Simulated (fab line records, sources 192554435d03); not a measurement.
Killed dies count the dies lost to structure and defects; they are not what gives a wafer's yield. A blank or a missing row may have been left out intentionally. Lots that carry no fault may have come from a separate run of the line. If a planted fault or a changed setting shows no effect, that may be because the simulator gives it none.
The same fault as seen by 3 desks -- flow n5 finfet -- numbers are kept per desk, each desk with only its own; the story behind them comes last

== DESK OF THE TOOL OWNER: rie diel-02 ==
The tool's own readings at N5_FIN_SAQP_STRIP_77 (strips in N2/H2, time 90 s): means of the sampled wafers that have a number, for each lot that ran on this tool. If a lot's mean is further than 4 standard deviations from the usual mean, the lot is out of limits and carries the mark OUT (the distance appears in the brackets).
Columns: A = drypump motor current A at N5_FIN_SAQP_STRIP_77, usual 5.7 A; B = h2 flow sccm at N5_FIN_SAQP_STRIP_77, usual 299.9 sccm; C = oes product au at N5_FIN_SAQP_STRIP_77, usual 0.78 a.u.; D = rf vpp V at N5_FIN_SAQP_STRIP_77, usual 45.3 V; E = showerhead plenum p Torr at N5_FIN_SAQP_STRIP_77, usual 3.39 Torr; F = throttle valve pct at N5_FIN_SAQP_STRIP_77, usual 12.24 %
lot,first seen here,A,B,C,D,E,F
L778,day 3 15:07,5.1,299.9,0.71,46.2,3.41,12.35
L786,day 5 15:20,5.5,299.0,0.70,45.6,3.32,12.40
Result from this desk: across the 2 lots, nothing is out of limits.

== THE METROLOGY DESK ==
Lot by lot, what the gauges showed, no matter which tool ran the lot: averages of those sampled wafers that carry a number. If a lot's mean is further than 4 standard deviations from the usual mean, the lot is out of limits and carries the mark OUT (the distance appears in the brackets). Shown here are 7 of its 12 readings, the ones lying furthest out on some lot.
Columns: A = DIBL_N at N5_BEOL_M4_RC_MEAS_101, usual 36.0 mV/V; B = DIBL_P at N5_BEOL_M4_RC_MEAS_101, usual 35.8 mV/V; C = IOFF_P at N5_BEOL_M4_RC_MEAS_101, usual 0.20 nA/um; D = ION_N at N5_BEOL_M4_RC_MEAS_101, usual 670 uA/um; E = ION_P at N5_BEOL_M4_RC_MEAS_101, usual 459 uA/um; F = SS_P at N5_BEOL_M4_RC_MEAS_101, usual 73.2 mV/dec; G = VT_P at N5_BEOL_M4_RC_MEAS_101, usual -252 mV
lot,first seen here,A,B,C,D,E,F,G
L773,day 2 08:20,35.6,34.2,0.18,660,455,72.7,-254
L776,day 3 02:12,36.8,36.4,0.19,670,460,73.5,-252
L778,day 3 15:23,35.8,36.0,0.19,666,453,73.4,-252
L783,day 4 23:07,36.8,36.2,0.19,656,451,72.9,-254
L786,day 5 15:39,36.4,38.3,0.24,684,466,73.3,-248
L790,day 6 14:50,35.7,35.7,0.20,678,463,73.2,-250
L791,day 6 21:11,34.8,33.2,0.17,669,458,72.9,-254
L792,day 7 01:54,35.7,33.9,0.21,666,464,73.2,-248
L795,day 7 20:01,33.1,32.2,0.14,648,446,72.2,-257
Result from this desk: across the 9 lots, nothing is out of limits.

== THE DEFECT DESK ==
Per lot, the means of the sampled wafers with a number show what the inspections along the route counted. If a lot's mean is further than 4 standard deviations from the usual mean, the lot is out of limits and carries the mark OUT (the distance appears in the brackets).
Columns: A = raw defect count at N5_FIN_SAQP_INSPECT_40, usual 251; B = raw defect count at N5_FIN_CUT_INSPECT_10, usual 47; C = raw defect count at N5_FIN_CUT_INSPECT_17, usual 254
lot,first seen here,A,B,C
L773,day 2 08:28,376,68,359
L776,day 3 02:20,242,49,267
L778,day 3 15:31,212,38,214
L783,day 4 23:14,292,40,294
L786,day 5 15:47,722 (+5.8) OUT,541 (+33) OUT,713 (+5.6) OUT
L790,day 6 14:58,364,68,372
L791,day 6 21:19,230,39,224
L792,day 7 02:02,284,47,296
L795,day 7 20:09,253,46,253
This desk's verdict: out of limits on L786, starting with L786 at day 5 15:47 (raw defect count at N5_FIN_SAQP_INSPECT_40). L773, L776, L778, L783, L790, L791, L792, L795: within limits.

== TAKEN TOGETHER ==
The defect desk could have raised an alarm at day 5 15:47, on L786.
The tool owner's desk saw nothing out of limits.
The metrology desk saw nothing out of limits.
The tool owner's desk has L786 on record, within its limits.
The metrology desk has L786 on record, within its limits.
All the named lots went through N5_FIN_SAQP_STRIP_77 on rie diel-02.

== WHAT HAD BEEN PUT IN BY THE SIMULATOR ==
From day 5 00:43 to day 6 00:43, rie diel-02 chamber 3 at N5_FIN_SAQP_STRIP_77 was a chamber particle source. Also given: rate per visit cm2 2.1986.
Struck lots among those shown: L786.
Hours from the fault's start to each desk's first reading out of limits: the defect desk, 15.
